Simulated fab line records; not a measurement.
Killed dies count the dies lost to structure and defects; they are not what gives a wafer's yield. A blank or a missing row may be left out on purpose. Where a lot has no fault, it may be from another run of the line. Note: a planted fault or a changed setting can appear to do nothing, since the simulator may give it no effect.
Chamber matching	flow n5-finfet	4 sister chambers for N5_BEOL_M0_SAQP_ETCH_49 on rie-diel-02
The step etches SiO2 in CF4/O2, target depth 37 nm. 8 wafers are shown with their chamber, then 9 later ones without.

== WAFERS WITH THEIR CHAMBER ==
wafer	chamber	showerhead-plenum-p-Torr (Torr)	throttle-valve-pct (%)
L076.2	0	2.17	15.61
L077.5	3	2.15	16.14
L082.2	2	2.30	15.96
L082.3	0	2.17	15.63
L082.5	1	2.25	15.54
L083.3	3	2.14	16.17
L083.4	1	2.25	15.55
L083.5	2	2.30	15.94

== WAFERS WHOSE CHAMBER IS MISSING ==
wafer	showerhead-plenum-p-Torr (Torr)	throttle-valve-pct (%)
L087.1	2.14	16.18
L087.4	2.29	15.96
L087.6	2.25	15.57
L095.4	2.14	16.22
L095.5	2.29	15.99
L095.6	2.16	15.68
L096.2	2.15	15.69
L096.3	2.29	16.00
L096.6	2.15	15.69

== WHICH CHAMBER EACH ONE RAN IN ==
wafer	from the rows above	in truth
L087.1	3	3
L087.4	2	2
L087.6	1	1
L095.4	3	3
L095.5	2	2
L095.6	0	0
L096.2	0	0
L096.3	2	2
L096.6	0	0
Correctly placed: 9 of 9. From these rows, 0 cannot be placed. Number placed wrongly: 0.
How it was worked out, from the rows above alone: a wafer's distance from a chamber is the root of the sum, over the readings, of the square of ((its reading less the chamber's mean) divided by the reading's scatter). The wafer belongs to the nearest chamber; if the next one is less than 2 further off, it can't be placed. Each chamber's mean is taken over the wafers shown for it. The scatter is the square root of a quotient: the sum, over the shown wafers, of each reading's squared deviation from its chamber's mean, divided by wafers minus chambers.
